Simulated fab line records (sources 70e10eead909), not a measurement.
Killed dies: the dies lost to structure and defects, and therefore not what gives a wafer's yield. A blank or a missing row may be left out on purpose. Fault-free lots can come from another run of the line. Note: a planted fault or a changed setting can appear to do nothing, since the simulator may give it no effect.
A struck lot beside a sound one | flow nandHarc | 13 out of 1159 route steps
Sound: wafers L972.1, L972.3, L972.6. The struck wafers were L968.2, L968.4, L968.6. At the end, the cause is stated.
Per side, at each step with rows, come the tool, then ch with its chambers, and then its first start. Under that, the readings that differ: sound wafers | struck wafers | difference of the means | sigmas: that difference in standard deviations of wafers without a fault.
alike: same words and numbers on both sides, and readings whose means sit less than 2 such deviations apart. not compared: any withheld reading, any reading some wafer has no value for, any bound like >300 that may hide the same value, and any number with overlapping values for which the record gives no deviation.
The two part at a step that has a row with sigmas, a row that says differs or no value, or rows on one side only. When numbers do not overlap yet have no deviation, they are printed without sigmas and do not part them. A reading missing from all wafers of one side parts the sides only when that side holds two or more wafers.

NHARC_A_WL_FILL_INSPECT_15:
  struck on defectInspect-01, day 20 07:55; sound on defectInspect-01, day 21 09:40
  alike: rawDefectCount
NHARC_A_CONTACT_DEP_24: deposits SiO2, target thk 500 nm.
  sound on pecvd-01 ch 1,2, day 21 09:44; struck on pecvd-04 ch 1,2, day 20 08:06
  alike: heaterPowerW, throttleValvePct
NHARC_A_CONTACT_DEP_28: deposits aC, target thk 3600 nm.
  sound on aclDep-01 ch 0, day 21 10:46; struck on aclDep-02 ch 0, day 20 08:57
  alike: throttleValvePct
NHARC_A_CONTACT_DEP_29: deposits SiON, target thk 70 nm.
  sound on pecvd-04 ch 1,2, day 21 13:02; struck on pecvd-02 ch 0,1, day 20 10:51
  alike: heaterPowerW
then, 7 steps without rows for these wafers: NHARC_A_CONTACT_DEHYDRATE_32 (time 120 s); NHARC_A_CONTACT_HMDS_33 (time 30 s); NHARC_A_CONTACT_COAT_34 (time 75 s); NHARC_A_CONTACT_COAT_35 (time 65 s); NHARC_A_CONTACT_COAT_36 (resist thk 90 nm); NHARC_A_CONTACT_SOFTBAKE_37 (time 55 s); NHARC_A_CONTACT_EBR_38.
NHARC_A_CONTACT_EXPOSE_39: exposes mask A CC 3.
  struck on arfiScanner-02, day 20 11:24; sound on arfiScanner-02 ch 0, day 21 13:35
  no value came back on the struck wafers for exposureDoseMJCm2, focusOffsetNm (nm); on the sound wafers exposureDoseMJCm2 reads 58.78 58.74 58.80
  alike: mask
then, 1 step without rows for these wafers: NHARC_A_CONTACT_PEB_40 (peb time 65 s).

== WHERE THEY PART ==
Only at NHARC_A_CONTACT_EXPOSE_39, within this record.

WHY: what the simulator had put in
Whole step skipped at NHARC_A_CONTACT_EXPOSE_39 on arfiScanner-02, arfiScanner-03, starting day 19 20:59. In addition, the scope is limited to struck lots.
